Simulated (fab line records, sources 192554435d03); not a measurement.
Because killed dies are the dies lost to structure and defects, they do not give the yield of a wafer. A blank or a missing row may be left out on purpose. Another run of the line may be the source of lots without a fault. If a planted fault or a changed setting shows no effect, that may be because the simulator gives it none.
Chamber matching    flow n5Finfet    cvdCo-02 running N5_BEOL_M5_CO_CAP_78: 3 sister chambers
The step material Co, precursor CCTBA/H2, target thk 2 nm, time 102.1 s. 3 wafers are shown with their chamber, then 12 later ones without.

## WAFERS PAIRED WITH THEIR CHAMBERS
wafer   chamber  heaterPowerW (W)
L078.5  2        224
L086.5  0        249
L086.6  1        320

## WAFERS WHOSE CHAMBER IS MISSING
wafer   heaterPowerW (W)
L091.1  261
L091.3  228
L091.6  254
L092.3  252
L092.5  313
L092.6  223
L094.1  256
L094.5  309
L094.6  228
L097.2  233
L097.3  253
L097.5  316

## WHICH CHAMBER EACH WENT THROUGH
wafer   from the rows above      in truth
L091.1  0                        0
L091.3  2                        2
L091.6  0                        0
L092.3  0                        0
L092.5  1                        1
L092.6  2                        2
L094.1  0                        0
L094.5  1                        1
L094.6  2                        2
L097.2  can't be placed: 2 or 0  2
L097.3  0                        0
L097.5  1                        1
Correct placement for 11 of the 12. Not placeable from these rows: 1 (in 1, the candidates include the true chamber). Number placed wrongly: 0.
How it was worked out, from the rows above alone: a wafer's distance from a chamber is the root of the sum, over the readings, of the square of ((its reading less the chamber's mean) divided by the reading's scatter). The wafer belongs to the nearest chamber; if the next one is less than 2 further off, it can't be placed. The mean given for a chamber averages the wafers shown for that chamber. The scatter: with one shown wafer a chamber, the root of the mean of the squares of how far each hidden wafer lies from its nearest shown one.
